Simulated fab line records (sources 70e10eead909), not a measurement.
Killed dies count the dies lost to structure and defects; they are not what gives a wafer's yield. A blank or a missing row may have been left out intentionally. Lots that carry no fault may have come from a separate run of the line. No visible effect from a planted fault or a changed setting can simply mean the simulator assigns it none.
Which tool is to blame? -- flow nand-harc -- Sampling: 24 lots, 72 wafers, 3 of 1302 route steps

WHAT EACH GAUGE READ, for each wafer
NHARC_A_DECK1_JOINT_THK_MEAS_14: measures by ellipsometry.
lot,measured,on,thk-nm (nm)
L074,day 11 17:08,film-metro-01,50.2 53.8 48.1
L075,day 11 17:08,film-metro-02,49.7 51.1 51.8
L076,day 12 08:37,film-metro-02,50.4 49.7 49.7
L077,day 12 18:44,film-metro-01,49.9 51.6 50.8
L078,day 12 18:45,film-metro-02,49.5 55.2 49.8
L080,day 13 12:55,film-metro-01,51.3 54.6 50.0
L079,day 13 12:55,film-metro-02,51.1 52.9 52.4
L081,day 14 03:19,film-metro-01,50.5 48.6 50.9
L082,day 15 00:43,film-metro-01,50.6 53.8 49.8
L083,day 15 00:52,film-metro-02,51.8 49.7 52.2
L084,day 15 15:05,film-metro-01,47.3 53.4 51.7
L085,day 15 22:01,film-metro-02,52.8 51.5 53.0
L086,day 16 05:29,film-metro-01,52.5 51.4 53.0
L087,day 16 12:31,film-metro-01,52.6 51.8 48.7
L088,day 17 08:32,film-metro-02,54.9 54.9 54.9
L089,day 17 08:32,film-metro-01,54.3 55.2 52.3
L090,day 18 08:05,film-metro-02,52.6 49.2 51.4
L091,day 18 19:21,film-metro-02,52.1 50.1 52.3
L092,day 19 03:04,film-metro-02,51.5 50.0 50.3
L093,day 19 03:04,film-metro-01,51.9 52.6 49.3
L094,day 19 21:53,film-metro-01,53.1 51.9 50.8
L095,day 20 00:58,film-metro-02,49.7 54.2 48.8
L096,day 20 12:19,film-metro-01,50.2 50.7 51.7
L097,day 20 21:46,film-metro-02,52.4 53.6 50.9

NHARC_A_ONON_D2_THK_MEAS_30: measures by ellipsometry.
lot,measured,on,thk-nm (nm)
L074,day 13 03:36,film-metro-01,990 989 987
L075,day 13 03:35,film-metro-02,997 998 997
L076,day 13 22:07,film-metro-01,990 989 989
L077,day 14 12:34,film-metro-01,1011 1011 1012
L078,day 14 12:51,film-metro-01,1001 1000 1001
L080,day 15 10:38,film-metro-01,995 997 994
L079,day 15 10:36,film-metro-02,1019 1020 1019
L081,day 15 22:55,film-metro-02,994 993 993
L082,day 16 11:16,film-metro-01,1010 1011 1013
L083,day 16 11:16,film-metro-02,999 1000 1000
L084,day 17 05:01,film-metro-01,998 997 997
L085,day 17 11:05,film-metro-01,1000 1000 1000
L086,day 17 20:18,film-metro-02,1014 1018 1017
L087,day 18 04:05,film-metro-01,987 986 986
L088,day 18 19:47,film-metro-01,1007 1010 1008
L089,day 18 19:46,film-metro-02,1011 1011 1011
L090,day 19 23:14,film-metro-02,1004 1004 1005
L091,day 20 08:54,film-metro-02,970 972 971
L092,day 20 15:03,film-metro-02,979 979 979
L093,day 20 15:05,film-metro-01,989 991 991
L094,day 21 13:22,film-metro-01,997 997 998
L095,day 21 13:22,film-metro-02,1009 1008 1009
L096,day 22 04:21,film-metro-01,1008 1008 1008
L097,day 22 17:23,film-metro-01,1010 1011 1012

WHAT TOOL EACH LOT RAN ON (gives the tool, then ch and the chambers of the sampled wafers, and finally the start)
lot,NHARC_A_CHANNEL_HOLE_D1_ETCH_44
L074,"rie-diel-02 ch 0,1,3, day 8 21:02"
L075,"rie-diel-02 ch 0,2,3, day 9 05:37"
L076,"rie-diel-07 ch 0,1,2, day 9 19:07"
L077,"rie-diel-07 ch 0,1, day 10 06:31"
L078,"rie-diel-07 ch 0,1,2, day 10 08:38"
L080,"rie-diel-07 ch 0,1, day 10 23:53"
L079,"rie-diel-07 ch 2,3, day 11 00:19"
L081,"rie-diel-07 ch 0,2,3, day 11 13:46"
L082,"rie-diel-07 ch 0,3, day 12 05:35"
L083,"rie-diel-07 ch 2,3, day 12 09:10"
L084,"rie-diel-07 ch 0,3, day 12 20:52"
L085,"rie-diel-02 ch 1,2,3, day 13 09:29"
L086,"rie-diel-07 ch 0,1,3, day 13 17:29"
L087,"rie-diel-07 ch 0,2,3, day 14 00:08"
L088,"rie-diel-07 ch 1,3, day 14 20:59"
L089,"rie-diel-02 ch 0,2,3, day 14 21:43"
L090,"rie-diel-13 ch 0,1,3, day 15 16:34"
L091,"rie-diel-07 ch 1,3, day 16 07:24"
L092,"rie-diel-07 ch 1,2,3, day 16 10:52"
L093,"rie-diel-07 ch 0,2,3, day 16 15:54"
L094,"rie-diel-07 ch 0,1,3, day 17 06:55"
L095,"rie-diel-07 ch 0,2,3, day 17 11:08"
L096,"rie-diel-13 ch 0,1,2, day 17 23:14"
L097,"rie-diel-07 ch 0,2,3, day 18 06:33"
- NHARC_A_CHANNEL_HOLE_D1_ETCH_44: etches the open film in CF4/O2, target depth 140 nm, overetch 14 nm, time 77 s.

AS READ BY THE TOOLS THEMSELVES (means over the sampled wafers that have a number; for cases with no such wafer, the mark the record gives instead)
NHARC_A_CHANNEL_HOLE_D1_ETCH_44.
lot,tool,cf4-flow-sccm (sccm),drypump-motor-current-A (A),oes-product-au (a.u.),rf-vpp-V (V),showerhead-plenum-p-Torr (Torr),throttle-valve-pct (%)
L074,rie-diel-02,79.67,5.8,1.003,198.3,1.34,13.395
L075,rie-diel-02,80.00,5.6,1.008,196.5,1.29,13.387
L076,rie-diel-07,80.00,5.4,1.014,198.3,1.34,13.401
L077,rie-diel-07,79.71,5.1,1.007,199.9,1.38,13.390
L078,rie-diel-07,80.04,5.4,1.006,197.7,1.34,13.412
L080,rie-diel-07,80.06,5.3,1.009,197.5,1.35,13.395
L079,rie-diel-07,79.81,5.8,1.019,196.0,1.26,13.395
L081,rie-diel-07,79.89,5.5,1.012,197.0,1.31,13.399
L082,rie-diel-07,79.91,5.3,1.019,198.4,1.35,13.394
L083,rie-diel-07,80.00,5.8,1.013,195.2,1.26,13.403
L084,rie-diel-07,80.06,5.6,1.011,196.4,1.30,13.396
L085,rie-diel-02,79.94,5.8,1.008,197.9,1.33,13.400
L086,rie-diel-07,79.65,5.4,1.003,197.1,1.33,13.399
L087,rie-diel-07,79.96,5.5,1.009,198.0,1.31,13.409
L088,rie-diel-07,80.19,5.5,1.010,197.4,1.30,13.396
L089,rie-diel-02,79.98,5.6,0.993,196.7,1.28,13.389
L090,rie-diel-13,80.09,5.8,1.007,198.7,1.34,13.392
L091,rie-diel-07,79.87,5.5,1.010,197.3,1.30,13.398
L092,rie-diel-07,79.96,5.6,1.007,197.1,1.29,13.397
L093,rie-diel-07,80.09,5.5,1.012,196.9,1.31,13.392
L094,rie-diel-07,80.24,5.4,1.014,197.1,1.33,13.391
L095,rie-diel-07,79.98,5.5,1.020,197.2,1.31,13.401
L096,rie-diel-13,79.94,5.7,1.010,197.6,1.30,13.408
L097,rie-diel-07,80.00,5.5,1.016,196.9,1.31,13.395

THE ANSWER, worked out from the rows above alone
Rule: usual is defined by the lots themselves. The widest of any qualifying gaps counts: lots, ordered by their means at a reading, are off when they make up no more than a third of the lots, leave a main group of 4 or more, and stand apart from it by 3 or more times the standard deviation of that group's means. Not used: any main group whose means are identical at the precision the tables above print for the reading. A lot without any number at a reading at which 4 lots or more have one is off too. Where the step has rows for the other lots, those lots are counted as sound. The gauges are gone through in route order, then the tools' own readings, and for those a lot's mean is taken as printed above. At the first step where some lot is off, the reading lying furthest off is the one used; lots without a number count as furthest.
No lot is off on any of the readings shown, so nothing can be concluded from this.

WHAT THE SIMULATOR PUT IN
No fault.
